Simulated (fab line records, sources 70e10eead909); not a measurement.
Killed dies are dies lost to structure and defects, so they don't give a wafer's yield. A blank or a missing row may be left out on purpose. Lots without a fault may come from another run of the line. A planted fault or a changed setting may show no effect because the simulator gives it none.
Which tool did it? | flow nand_harc | 6 lots, 18 wafers sampled, at 1 step of a route of 1302

WHAT THE GAUGES READ, wafer by wafer
NHARC_A_ONON_D1_THK_MEAS_34: measures by ellipsometry.
lot  | measured     | on            | thk_nm (nm)
L106 | day 8 20:31  | film_metro-02 | 196.9 199.0 202.0
L109 | day 9 20:04  | film_metro-02 | 198.7 199.0 205.8
L115 | day 12 09:53 | film_metro-01 | 200.1 201.2 203.8
L120 | day 14 10:14 | film_metro-02 | 203.5 200.9 205.8
L126 | day 16 22:10 | film_metro-01 | 200.4 201.6 199.2
L128 | day 17 17:59 | film_metro-01 | 201.1 198.9 201.4

WHICH TOOL RAN EACH LOT (tool, then ch and the chambers of the sampled wafers, then the start)
The record holds no process step before these readings.

THE ANSWER, worked out from the rows above alone
Rule: what is usual is taken from the lots themselves. Put in order of their means at a reading, lots are off if they are a third of the lots or fewer, leave a main group of 4 or more, and stand apart from it by a gap of 3 or more times the standard deviation of the main group's means; of several such gaps the widest counts. A main group whose means are all the same, to the digits that the tables above print for the reading, isn't used. A lot without any number at a reading at which 4 lots or more have one is off too. The other lots that the step has rows for count as sound.
No lot is off at any reading shown: from this, nothing can be told.

WHAT THE SIMULATOR HAD PUT IN
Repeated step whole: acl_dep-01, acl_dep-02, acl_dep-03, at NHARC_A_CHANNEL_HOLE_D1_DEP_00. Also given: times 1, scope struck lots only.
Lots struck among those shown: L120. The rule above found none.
